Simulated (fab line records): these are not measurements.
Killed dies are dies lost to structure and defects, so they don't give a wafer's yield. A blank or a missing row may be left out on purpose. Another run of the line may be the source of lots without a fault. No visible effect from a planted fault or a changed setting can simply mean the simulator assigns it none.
fab line records + flow n5Finfet
record:
- lots: 15
- wafers: 45
- lastDay: 18
route steps=1938 shown ZERO_LAYER@13 WELL_APT@41 PMOS_HMC_CHANNEL_EPI@67
lots untouched by any fault: they come from a run of this same line in which no faults occurred
startH: hours from the record's first day to the start of the lot's first wafer shown + waitH: hours from the lot's prior step to this one + " identical to the entry in the row above + L1.1+2: a single row standing in for several wafers + - either no value or no given start + * or withheld: withheld + < > ~ a bound
route shown NAME@n: names a module that has steps shown in the file, with the first one's number in the route + usual: mean and standard deviation over wafers with no fault + same: alike in all rows + chamber/n: place in a boat + sites: per-site readings + _std_site: standard deviation across them + _edge_site: mean of outer sites minus mean of inner sites + radiusMm: how far each site lies from the wafer's centre + mask NAME#n: copy n + behind: the tool/chamber that last shaped the wafer + hold: the reason the lot was held/the length of the hold in hours/how it ended + device: the n, p or np transistor that did not switch + end of line: the route-end tests of the same wafers + for a step that has no rows: nothing shown but its recipe + killed: at the first sort, the dies lost to defects and structure; wafer yield is something else + map: shows each die of a wafer: x if killed, . if not, _ if none is there
set.NAME: the setting as run; set.NAME@STEP: as run at that earlier step + model.NAME: the simulator's own value behind a step, which no gauge read
route steps across a sampled set of lots; one table per step, one row per wafer
services: the hour from which a tool's chamber was out of use, counted from the record's first day as startH (under 0 if before that day), plus the number of hours and why
== steps ==
step: N5_ZERO_LAYER_CD_MEAS_11
recipe:
- targetCdNm: 2000
- landingEnergyEv: 500
- detector: seInlens
usual:
- cdNm: 2001.7/2.1
| lot.wafer | tool     | chamber | startH | waitH | cdNm   |
|-----------|----------|---------|--------|-------|--------|
| L492.2    | cdSem-02 | 0       | 18.64  | -     | 2003.0 |
| L492.5    | "        | 0       | "      | "     | 2005.0 |
| L492.6    | "        | 0       | "      | "     | 2003.0 |
| L493.1    | cdSem-01 | 0       | 24.77  | -     | 1998.6 |
| L493.4    | "        | 0       | "      | "     | 1999.8 |
| L493.6    | "        | 0       | "      | "     | 1998.0 |
| L494.3    | cdSem-01 | 0       | 30.65  | -     | 1999.8 |
| L494.5    | "        | 0       | "      | "     | 2000.5 |
| L494.6    | "        | 0       | "      | "     | 1999.8 |
| L496.3    | cdSem-01 | 0       | 42.65  | -     | 2003.3 |
| L496.4    | "        | 0       | "      | "     | 2003.8 |
| L496.6    | "        | 0       | "      | "     | 2001.9 |
| L497.3    | cdSem-01 | 0       | 48.77  | -     | 2003.8 |
| L497.4    | "        | 0       | "      | "     | 2003.3 |
| L497.5    | "        | 0       | "      | "     | 2004.1 |
| L499.2    | cdSem-02 | 0       | 60.67  | -     | 2002.2 |
| L499.3    | "        | 0       | "      | "     | 2006.0 |
| L499.6    | "        | 0       | "      | "     | 2004.2 |
| L500.2    | cdSem-01 | 0       | 67.95  | -     | 1999.3 |
| L500.5    | "        | 0       | "      | "     | 2005.6 |
| L500.6    | "        | 0       | "      | "     | 2002.9 |
| L504.1    | cdSem-03 | 0       | 90.65  | -     | 2000.4 |
| L504.4    | "        | 0       | "      | "     | 2002.4 |
| L504.5    | "        | 0       | "      | "     | 2003.2 |
| L505.1    | cdSem-02 | 0       | 96.69  | -     | 2000.6 |
| L505.3    | "        | 0       | "      | "     | 1999.2 |
| L505.4    | "        | 0       | "      | "     | 1999.4 |
| L506.1    | cdSem-03 | 0       | 102.67 | -     | 2000.9 |
| L506.4    | "        | 0       | "      | "     | 2000.5 |
| L506.5    | "        | 0       | "      | "     | 2002.3 |
| L509.2    | cdSem-01 | 0       | 120.77 | -     | 2000.5 |
| L509.3    | "        | 0       | "      | "     | 2003.7 |
| L509.4    | "        | 0       | "      | "     | 2000.4 |
| L510.1    | cdSem-02 | 0       | 126.77 | -     | 1998.4 |
| L510.3    | "        | 0       | "      | "     | 2001.4 |
| L510.6    | "        | 0       | "      | "     | 1999.5 |
| L511.2    | cdSem-02 | 0       | 132.77 | -     | 2004.4 |
| L511.3    | "        | 0       | "      | "     | 2002.6 |
| L511.5    | "        | 0       | "      | "     | 2000.7 |
| L512.1    | cdSem-03 | 0       | 138.64 | -     | 1998.4 |
| L512.3    | "        | 0       | "      | "     | 2003.2 |
| L512.4    | "        | 0       | "      | "     | 2004.2 |
| L513.1    | cdSem-01 | 0       | 144.78 | -     | 2000.8 |
| L513.3    | "        | 0       | "      | "     | 2003.3 |
| L513.5    | "        | 0       | "      | "     | 2005.1 |
step: N5_ZERO_LAYER_ETCH_18
recipe:
- chemistry: HBr/Cl2
- target: Si
- targetDepthA: 1200
- timeS: 40
- pressureMtorr: 10
- icpW: 800
- biasW: 75
- HBr_flow_sccm: 150
- Cl2_flow_sccm: 80
usual:
- chamberPressureMTorr: 10.001/0.0093
- drypumpMotorCurrentA: 5.8/0.32
- oesProductAu: 1.003/0.014
- throttleValvePct: 36.23/0.3
| lot.wafer | tool     | chamber | startH | waitH | chamberPressureMTorr | drypumpMotorCurrentA | oesProductAu | rfHoursCounterH | throttleValvePct |
|-----------|----------|---------|--------|-------|----------------------|----------------------|--------------|-----------------|------------------|
| L492.2    | rieSi-06 | 0       | 18.79  | 0.0   | 10.004               | 5.7                  | 0.992        | 3               | 36.07            |
| L492.5    | "        | 2       | "      | "     | 9.997                | 5.7                  | 0.999        | -               | 36.30            |
| L492.6    | "        | 1       | "      | "     | 9.995                | 6.2                  | 1.024        | -               | 35.84            |
| L493.1    | rieSi-03 | 3       | 25.12  | 0.0   | 10.008               | 5.6                  | 1.014        | 114             | 36.48            |
| L493.4    | "        | 0       | "      | "     | 9.999                | 5.5                  | 1.014        | 41              | 36.24            |
| L493.6    | "        | 3       | "      | "     | 10.014               | 5.6                  | 1.015        | -               | 36.46            |
| L494.3    | rieSi-03 | 1       | 30.84  | 0.0   | 10.004               | 5.8                  | 0.995        | 182             | 36.10            |
| L494.5    | "        | 1       | "      | "     | 10.007               | 5.8                  | 0.995        | -               | 36.09            |
| L494.6    | "        | 0       | "      | "     | 9.990                | 5.5                  | 1.017        | -               | 36.24            |
| L496.3    | rieSi-06 | 1       | 42.79  | 0.0   | 9.999                | 6.2                  | 1.013        | 177             | 35.84            |
| L496.4    | "        | 3       | "      | "     | 10.000               | 5.9                  | 1.000        | 6               | 36.02            |
| L496.6    | "        | 3       | "      | "     | 9.990                | 5.9                  | 1.003        | -               | 36.02            |
| L497.3    | rieSi-02 | 1       | 48.91  | 0.0   | 10.002               | 5.8                  | 0.993        | 16              | 35.61            |
| L497.4    | "        | 3       | "      | "     | 9.994                | 6.2                  | 0.990        | 63              | 36.23            |
| L497.5    | "        | 2       | "      | "     | 10.012               | 5.4                  | 1.021        | -               | 36.54            |
| L499.2    | rieSi-03 | 0       | 60.81  | 0.0   | 9.991                | 5.5                  | 1.011        | 42              | 36.24            |
| L499.3    | "        | 3       | "      | "     | 10.014               | 5.5                  | 1.012        | 115             | 36.47            |
| L499.6    | "        | 1       | "      | "     | 9.995                | 5.8                  | 1.000        | -               | 36.09            |
| L500.2    | rieSi-06 | 3       | 68.09  | 0.0   | 10.023               | 5.9                  | 1.008        | 6               | 36.02            |
| L500.5    | "        | 1       | "      | "     | 10.006               | 6.2                  | 1.019        | -               | 35.83            |
| L500.6    | "        | 0       | "      | "     | 9.986                | 5.8                  | 0.998        | -               | 36.08            |
| L504.1    | rieSi-03 | 2       | 90.80  | 0.0   | 10.002               | 5.8                  | 0.994        | 4               | 36.48            |
| L504.4    | "        | 0       | "      | "     | 10.011               | 5.5                  | 1.009        | 42              | 36.24            |
| L504.5    | "        | 1       | "      | "     | 9.994                | 5.8                  | 0.988        | -               | 36.12            |
| L505.1    | rieSi-03 | 1       | 96.84  | 0.0   | 9.993                | 5.8                  | 0.986        | 183             | 36.09            |
| L505.3    | "        | 0       | "      | "     | 10.005               | 5.5                  | 1.010        | 43              | 36.24            |
| L505.4    | "        | 2       | "      | "     | 10.000               | 5.8                  | 0.994        | 4               | 36.49            |
| L506.1    | rieSi-06 | 2       | 102.82 | 0.0   | 9.987                | 5.7                  | 0.996        | 115             | 36.32            |
| L506.4    | "        | 1       | "      | "     | 10.009               | 6.2                  | 1.019        | 178             | 35.84            |
| L506.5    | "        | 0       | "      | "     | 9.993                | 5.8                  | 1.011        | -               | 36.07            |
| L509.2    | rieSi-02 | 2       | 120.91 | 0.0   | 10.002               | 5.4                  | 1.030        | 54              | 36.53            |
| L509.3    | "        | 1       | "      | "     | 9.991                | 5.8                  | 0.991        | 17              | 35.62            |
| L509.4    | "        | 3       | "      | "     | 10.010               | 6.2                  | 0.975        | 64              | 36.22            |
| L510.1    | rieSi-02 | 0       | 126.91 | 0.0   | 9.981                | 6.6                  | 1.001        | 113             | 36.74            |
| L510.3    | "        | 1       | "      | "     | 10.000               | 5.8                  | 0.983        | 17              | 35.60            |
| L510.6    | "        | 2       | "      | "     | 9.994                | 5.4                  | 1.024        | -               | 36.54            |
| L511.2    | rieSi-03 | 0       | 132.91 | 0.0   | 9.992                | 5.5                  | 1.007        | 43              | 36.24            |
| L511.3    | "        | 1       | "      | "     | 9.993                | 5.8                  | 0.986        | 184             | 36.09            |
| L511.5    | "        | 3       | "      | "     | 9.989                | 5.6                  | 1.008        | -               | 36.46            |
| L512.1    | rieSi-02 | 1       | 138.81 | 0.0   | 9.986                | 5.8                  | 0.990        | 17              | 35.61            |
| L512.3    | "        | 0       | "      | "     | 10.007               | 6.6                  | 0.997        | 113             | 36.76            |
| L512.4    | "        | 3       | "      | "     | 10.000               | 6.2                  | 0.974        | 65              | 36.22            |
| L513.1    | rieSi-02 | 1       | 145.34 | 0.1   | 10.005               | 5.8                  | 0.988        | 18              | 35.62            |
| L513.3    | "        | 2       | "      | "     | 10.013               | 5.4                  | 1.022        | 55              | 36.53            |
| L513.5    | "        | 0       | "      | "     | 10.000               | 6.6                  | 0.996        | -               | 36.74            |
step: N5_WELL_APT_DEVELOP_24
recipe:
- developTimeS: 45
- rinseLiquid: surfactantRinse
- dry: airSpin
- devTempC: 21
usual:
- chillPlateTempC: 22.99/0.12
- developTimeS: 45/0
| lot.wafer | tool          | chamber | startH | waitH | chillPlateTempC | developTimeS |
|-----------|---------------|---------|--------|-------|-----------------|--------------|
| L492.2    | lithoTrack-01 | 0       | 20.69  | -     | 22.85           | 45           |
| L492.5    | "             | 0       | "      | "     | 22.98           | 45           |
| L492.6    | "             | 0       | "      | "     | 22.99           | 45           |
| L493.1    | lithoTrack-03 | 0       | 26.91  | -     | 23.02           | 45           |
| L493.4    | "             | 0       | "      | "     | 22.84           | 45           |
| L493.6    | "             | 0       | "      | "     | 22.89           | 45           |
| L494.3    | lithoTrack-03 | 0       | 32.74  | -     | 22.91           | 45           |
| L494.5    | "             | 0       | "      | "     | 22.90           | 45           |
| L494.6    | "             | 0       | "      | "     | 23.12           | 45           |
| L496.3    | lithoTrack-03 | 0       | 44.89  | -     | 22.95           | 45           |
| L496.4    | "             | 0       | "      | "     | 22.89           | 45           |
| L496.6    | "             | 0       | "      | "     | 22.99           | 45           |
| L497.3    | lithoTrack-04 | 0       | 50.92  | -     | 23.12           | 45           |
| L497.4    | "             | 0       | "      | "     | 23.15           | 45           |
| L497.5    | "             | 0       | "      | "     | 23.17           | 45           |
| L499.2    | lithoTrack-03 | 0       | 62.82  | -     | 23.02           | 45           |
| L499.3    | "             | 0       | "      | "     | 22.97           | 45           |
| L499.6    | "             | 0       | "      | "     | 23.07           | 45           |
| L500.2    | lithoTrack-01 | 0       | 70.00  | -     | 23.21           | 45           |
| L500.5    | "             | 0       | "      | "     | 23.14           | 45           |
| L500.6    | "             | 0       | "      | "     | 23.15           | 45           |
| L504.1    | lithoTrack-04 | -       | 95.00  | -     | -               | -            |
| L504.4    | "             | -       | "      | "     | -               | -            |
| L504.5    | "             | -       | "      | "     | -               | -            |
| L505.1    | lithoTrack-01 | -       | 98.87  | -     | -               | -            |
| L505.3    | "             | -       | "      | "     | -               | -            |
| L505.4    | "             | -       | "      | "     | -               | -            |
| L506.1    | lithoTrack-04 | -       | 104.91 | -     | -               | -            |
| L506.4    | "             | -       | "      | "     | -               | -            |
| L506.5    | "             | -       | "      | "     | -               | -            |
| L509.2    | lithoTrack-01 | 0       | 123.08 | -     | 22.95           | 45           |
| L509.3    | "             | 0       | "      | "     | 22.82           | 45           |
| L509.4    | "             | 0       | "      | "     | 23.03           | 45           |
| L510.1    | lithoTrack-04 | 0       | 128.81 | -     | 22.83           | 45           |
| L510.3    | "             | 0       | "      | "     | 22.98           | 45           |
| L510.6    | "             | 0       | "      | "     | 22.89           | 45           |
| L511.2    | lithoTrack-04 | 0       | 134.84 | -     | 22.94           | 45           |
| L511.3    | "             | 0       | "      | "     | 22.94           | 45           |
| L511.5    | "             | 0       | "      | "     | 22.94           | 45           |
| L512.1    | lithoTrack-04 | 0       | 140.72 | -     | 22.99           | 45           |
| L512.3    | "             | 0       | "      | "     | 23.05           | 45           |
| L512.4    | "             | 0       | "      | "     | 22.99           | 45           |
| L513.1    | lithoTrack-01 | 0       | 147.50 | -     | 22.93           | 45           |
| L513.3    | "             | 0       | "      | "     | 23.03           | 45           |
| L513.5    | "             | 0       | "      | "     | 23.12           | 45           |
step: N5_WELL_APT_CD_MEAS_25
recipe:
- targetCdNm: 200
- landingEnergyEv: 500
- detector: seInlens
usual:
- cdNm: 199.4/1.9
| lot.wafer | tool     | chamber | startH | waitH | cdNm  |
|-----------|----------|---------|--------|-------|-------|
| L492.2    | cdSem-01 | 0       | 20.80  | -     | 201.3 |
| L492.5    | "        | 0       | "      | "     | 198.7 |
| L492.6    | "        | 0       | "      | "     | 198.2 |
| L493.1    | cdSem-01 | 0       | 27.02  | -     | 196.5 |
| L493.4    | "        | 0       | "      | "     | 199.7 |
| L493.6    | "        | 0       | "      | "     | 196.6 |
| L494.3    | cdSem-02 | 0       | 32.86  | -     | 198.1 |
| L494.5    | "        | 0       | "      | "     | 198.8 |
| L494.6    | "        | 0       | "      | "     | 198.2 |
| L496.3    | cdSem-01 | 0       | 45.00  | -     | 195.1 |
| L496.4    | "        | 0       | "      | "     | 200.4 |
| L496.6    | "        | 0       | "      | "     | 196.9 |
| L497.3    | cdSem-01 | 0       | 51.03  | -     | 199.0 |
| L497.4    | "        | 0       | "      | "     | 195.7 |
| L497.5    | "        | 0       | "      | "     | 199.4 |
| L499.2    | cdSem-03 | 0       | 62.93  | -     | 201.5 |
| L499.3    | "        | 0       | "      | "     | 201.9 |
| L499.6    | "        | 0       | "      | "     | 199.6 |
| L500.2    | cdSem-03 | 0       | 70.11  | -     | 198.7 |
| L500.5    | "        | 0       | "      | "     | 198.0 |
| L500.6    | "        | 0       | "      | "     | 196.5 |
| L504.1    | cdSem-03 | 0       | 95.11  | -     | -     |
| L504.4    | "        | 0       | "      | "     | -     |
| L504.5    | "        | 0       | "      | "     | -     |
| L505.1    | cdSem-01 | 0       | 98.98  | -     | -     |
| L505.3    | "        | 0       | "      | "     | -     |
| L505.4    | "        | 0       | "      | "     | -     |
| L506.1    | cdSem-03 | 0       | 105.02 | -     | -     |
| L506.4    | "        | 0       | "      | "     | -     |
| L506.5    | "        | 0       | "      | "     | -     |
| L509.2    | cdSem-02 | 0       | 123.19 | -     | 196.3 |
| L509.3    | "        | 0       | "      | "     | 200.6 |
| L509.4    | "        | 0       | "      | "     | 202.3 |
| L510.1    | cdSem-02 | 0       | 128.93 | -     | 197.5 |
| L510.3    | "        | 0       | "      | "     | 197.0 |
| L510.6    | "        | 0       | "      | "     | 198.0 |
| L511.2    | cdSem-03 | 0       | 134.96 | -     | 200.7 |
| L511.3    | "        | 0       | "      | "     | 204.1 |
| L511.5    | "        | 0       | "      | "     | 200.8 |
| L512.1    | cdSem-02 | 0       | 140.83 | -     | 200.4 |
| L512.3    | "        | 0       | "      | "     | 201.0 |
| L512.4    | "        | 0       | "      | "     | 202.6 |
| L513.1    | cdSem-03 | 0       | 147.61 | -     | 201.5 |
| L513.3    | "        | 0       | "      | "     | 196.3 |
| L513.5    | "        | 0       | "      | "     | 199.8 |
step: N5_PMOS_HMC_CHANNEL_EPI_INSPECT_11
recipe:
- mode: adi
- inspectInstrument: macro
usual:
- rawDefectCount: 2.0/1.6
| lot.wafer | tool             | chamber | startH | waitH | rawDefectCount |
|-----------|------------------|---------|--------|-------|----------------|
| L492.2    | defectInspect-01 | -       | 23.30  | 0.0   | 2              |
| L492.5    | "                | -       | "      | "     | 5              |
| L492.6    | "                | -       | "      | "     | 4              |
| L493.1    | defectInspect-02 | -       | 29.41  | 0.0   | 0              |
| L493.4    | "                | -       | "      | "     | 1              |
| L493.6    | "                | -       | "      | "     | 2              |
| L494.3    | defectInspect-01 | -       | 35.43  | 0.0   | 0              |
| L494.5    | "                | -       | "      | "     | 4              |
| L494.6    | "                | -       | "      | "     | 3              |
| L496.3    | defectInspect-02 | -       | 47.22  | 0.0   | 1              |
| L496.4    | "                | -       | "      | "     | 0              |
| L496.6    | "                | -       | "      | "     | 3              |
| L497.3    | defectInspect-01 | -       | 53.17  | 0.0   | 4              |
| L497.4    | "                | -       | "      | "     | 3              |
| L497.5    | "                | -       | "      | "     | 1              |
| L499.2    | defectInspect-01 | -       | 65.17  | 0.0   | 0              |
| L499.3    | "                | -       | "      | "     | 3              |
| L499.6    | "                | -       | "      | "     | 0              |
| L500.2    | defectInspect-01 | -       | 72.70  | 0.0   | 1              |
| L500.5    | "                | -       | "      | "     | 0              |
| L500.6    | "                | -       | "      | "     | 0              |
| L509.2    | defectInspect-01 | -       | 126.48 | 0.0   | 4              |
| L509.3    | "                | -       | "      | "     | 2              |
| L509.4    | "                | -       | "      | "     | 3              |
| L510.1    | defectInspect-01 | -       | 131.17 | 0.0   | 0              |
| L510.3    | "                | -       | "      | "     | 5              |
| L510.6    | "                | -       | "      | "     | 3              |
| L511.2    | defectInspect-02 | -       | 137.46 | 0.0   | 1              |
| L511.3    | "                | -       | "      | "     | 1              |
| L511.5    | "                | -       | "      | "     | 0              |
| L512.1    | defectInspect-02 | -       | 143.04 | 0.0   | 3              |
| L512.3    | "                | -       | "      | "     | 3              |
| L512.4    | "                | -       | "      | "     | 5              |
| L513.1    | defectInspect-02 | -       | 150.36 | 0.0   | 3              |
| L513.3    | "                | -       | "      | "     | 0              |
| L513.5    | "                | -       | "      | "     | 1              |
== services ==
| tool          | chamber | startH | hours | kind                     |
|---------------|---------|--------|-------|--------------------------|
| lithoTrack-03 | -       | -0.38  | -     | consumableReplace:filter |
| rieSi-02      | 2       | 25.78  | 1.9   | repair                   |
| rieSi-06      | 3       | 69.79  | 6.4   | repair                   |
| rieSi-06      | -       | 80.34  | 4.0   | pm                       |
| rieSi-06      | 1       | 105.86 | 14.2  | repair                   |
| rieSi-06      | -       | 125.24 | 14.6  | pm                       |
| lithoTrack-01 | -       | 140.28 | -     | consumableReplace:filter |
| rieSi-02      | 3       | 146.81 | 3.9   | repair                   |
== key ==
firstSign:
- step: N5_WELL_APT_DEVELOP_24
- reading: toolRecord
- direction: missing
effect:
- step: N5_WELL_APT_CD_MEAS_25
- reading: cdNm
- direction: missing
metAt N5_WELL_APT_DEVELOP_24
struckLots L504,L505,L506
laterRowsLeftOut L504.1,L504.4,L504.5,L505.1,L505.3,L505.4,L506.1,L506.4,L506.5
sortLeftOut L504.1,L504.4,L504.5,L505.1,L505.3,L505.4,L506.1,L506.4,L506.5
testerLeftOut L504,L505,L506
notActingAt N5_ZERO_LAYER_CD_MEAS_11,N5_ZERO_LAYER_ETCH_18,N5_PMOS_HMC_CHANNEL_EPI_INSPECT_11
onsetBetween 70.00 95.00
fault:
- kind: skippedStepWhole
- tool: lithoTrack-01,lithoTrack-04
- chamber: -
- onsetH: 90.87
- steps: N5_WELL_APT_DEVELOP_24
- scope: struckLotsOnly
testerLeftOut: of these lots the tester's yield and bins aren't shown, on N5 and GAA mostly nor the transistor test; their killed dies are dies lost to structure and defects alone, not to doping, threshold or leakage, so they don't give the yield
sortLeftOut: the simulated sort isn't trusted on such a fault, so these wafers' sort isn't shown, and their yield isn't known
laterRowsLeftOut: the simulator's readings of these wafers behind a module that went badly wrong aren't trusted and aren't shown, but for the sort
